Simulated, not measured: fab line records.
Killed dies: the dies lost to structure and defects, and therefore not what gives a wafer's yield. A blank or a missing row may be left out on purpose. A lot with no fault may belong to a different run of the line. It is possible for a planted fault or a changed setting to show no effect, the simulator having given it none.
Struck lot and sound lot, side by side | flow n5_finfet | 38 steps out of a route of 1938
Sound: wafers L243.3, L243.5, L243.6. Struck: wafer L255.6 (left out: L255.2, L255.5 of the same lot, which were not struck); the cause appears at the end.
Each step with rows lists, per side, the tool, then ch with its chambers, then its first start. Under that, the readings that differ: sound wafers | struck wafers | difference of the means | sigmas: that difference in standard deviations of wafers without a fault.
alike: a reading whose means differ by less than 2 such deviations, as well as words and numbers matching on both sides. not compared: withheld readings; readings where some wafer has no value; bounds like >300 that might hide an equal value; numbers whose values overlap and for which the record gives no deviation.
The two part at a step that has a row with sigmas, a row that says differs or no value, or rows on one side only. Numbers that don't overlap but have no deviation are shown without sigmas and don't part them. Lack of a reading on every wafer of one side parts them only where that side has two or more wafers.

first, 8 steps without rows for these wafers: N5_BEOL_M1_ECD_50 (material Cu, target thk 300 nm); N5_BEOL_M1_ANNEAL_51 (time 90 s); N5_BEOL_M1_CMP_52 (polishes, stops on SiOC, t overpolish 6.8 s, target thk 40 nm); N5_BEOL_M1_PRE_CLEAN_60 (time 15 s); N5_BEOL_M1_CO_CAP_55 (material Co, precursor CCTBA/H2, target thk 2 nm, time 102.1 s); N5_BEOL_M1_PRE_CLEAN_56 (time 15 s); N5_BEOL_M1_DEP_57 (deposits SiCN from 3MS/NH3, target thk 8 nm, time 14 s); N5_BEOL_M2_ILD_DEP_00 (deposits SiOC from DEMS/O2, target thk 79 nm, time 15.3 s).
N5_BEOL_M2_PECVD_72: deposits SiO2 from TEOS/O2, target thk 16 nm, time 18 s.
  sound on pecvd-03 ch 1,2, day 6 18:43; struck on pecvd-03 ch 0, day 9 18:18
  alike: heater_power_w, showerhead_plenum_p_Torr, susceptor_temp_C, throttle_valve_pct
  not compared: since_wet_clean_h
then, 10 steps without rows for these wafers: N5_BEOL_M2_HM_DEP_02 (deposits TiN, target thk 20 nm); N5_BEOL_M2_COAT_61 (time 60 s, resist thk 60 nm); N5_BEOL_M2_COAT_62 (time 60 s, resist thk 12 nm); N5_BEOL_M2_COAT_73 (time 60 s, resist thk 5 nm); N5_BEOL_M2_COAT_05 (resist thk 30 nm); N5_BEOL_M2_EBR_07; N5_BEOL_M2_SOFTBAKE_06 (time 60 s); N5_BEOL_M2_EXPOSE_08 (exposes mask M2); N5_BEOL_M2_PEB_09 (peb time 60 s); N5_BEOL_M2_DEVELOP_10 (develop time 30 s).
N5_BEOL_M2_INSPECT_13: inspects for defects (brightfield).
  sound on defect_inspect-01 at day 6 19:50; struck on defect_inspect-02 at day 9 19:13
  reading          | sound       | struck | difference | sigmas
  raw_defect_count | 411 285 429 | 810    | +435       | +5
then, 15 steps without rows for these wafers: N5_BEOL_M2_DESCUM_16 (chemistry O2, time 7 s); N5_BEOL_M2_ETCH_74 (etches underlayer in N2/H2, target depth 6.5 nm, time 5.2 s); N5_BEOL_M2_ETCH_63 (etches SiARC in CF4, target depth 15.6 nm, time 26 s); N5_BEOL_M2_ETCH_64 (etches SOC in N2/H2, target depth 75 nm, overetch 22.5 nm, time 121.9 s); N5_BEOL_M2_STRIP_65 (strips in N2/H2); N5_BEOL_M2_STRIP_75 (strips in N2/H2); N5_BEOL_M2_STRIP_66 (strips in CF4); N5_BEOL_M2_HM_OPEN_17 (chemistry Cl2/BCl3, target TiN, target depth 20 nm, overetch 6 nm); N5_BEOL_M2_STRIP_19 (strips in O2); N5_BEOL_M2_COAT_67 (time 60 s, resist thk 60 nm); N5_BEOL_M2_COAT_68 (time 60 s, resist thk 12 nm); N5_BEOL_M2_COAT_76 (time 60 s, resist thk 5 nm); N5_BEOL_M2_COAT_22 (resist thk 30 nm); N5_BEOL_M2_EBR_24; N5_BEOL_M2_SOFTBAKE_23 (time 60 s).
N5_BEOL_M2_INSPECT_30: inspects for defects (brightfield).
  sound on defect_inspect-02 at day 6 20:43; struck on defect_inspect-01 at day 9 20:23
  reading          | sound       | struck | difference | sigmas
  raw_defect_count | 455 314 482 | 769    | +352       | +3
N5_BEOL_M4_RC_MEAS_101:
  sound on prober-01 ch 0, day 8 01:25; struck on prober-01 ch 0, day 11 16:19
  alike: DIBL_N, DIBL_P, IOFF_N, IOFF_P, ION_N, ION_P, SS_N, SS_P, VT_N, VT_P
-- the record jumps here: 5 days lie between the struck wafers' starts before and after (it left off in module BEOL_M4 and takes up again in module PASSIVATION, whose first step shown is number 1936 of the route) --
N5_PASSIVATION_PROBE_49:
  sound on prober-01 at day 12 09:51; struck on prober-02 at day 16 09:31
  reading                  | sound          | struck | difference | sigmas
  defect_limited_yield (%) | 90.1 89.2 90.0 | 83.5   | -6.3       | -4
  killed_at_M0_to_M3       | 19 37 50       | 138    | +103       | +10
  killed_at_contacts       | 27 23 14       | 7      | -14        | -2
  killed_dies              | 117 128 118    | 195    | +74        | +4
  killed_short             | 45 48 42       | 25     | -20        | -3
  sort_bin_5_function (%)  | 6.4 6.9 5.2    | 11.1   | +4.9       | +5
  sort_n_pass              | 1063 1052 1062 | 985    | -74        | -4
  sort_yield_pct (%)       | 90.1 89.2 90.0 | 83.5   | -6.3       | -4
  alike: killed_at_M4_up, killed_at_front_end, killed_at_other, killed_open, sort_bin_6_memory

WHERE THEY PART
Earliest at N5_BEOL_M2_INSPECT_13; latest, in this record, at N5_PASSIVATION_PROBE_49.

WHY: whatever the simulator had introduced
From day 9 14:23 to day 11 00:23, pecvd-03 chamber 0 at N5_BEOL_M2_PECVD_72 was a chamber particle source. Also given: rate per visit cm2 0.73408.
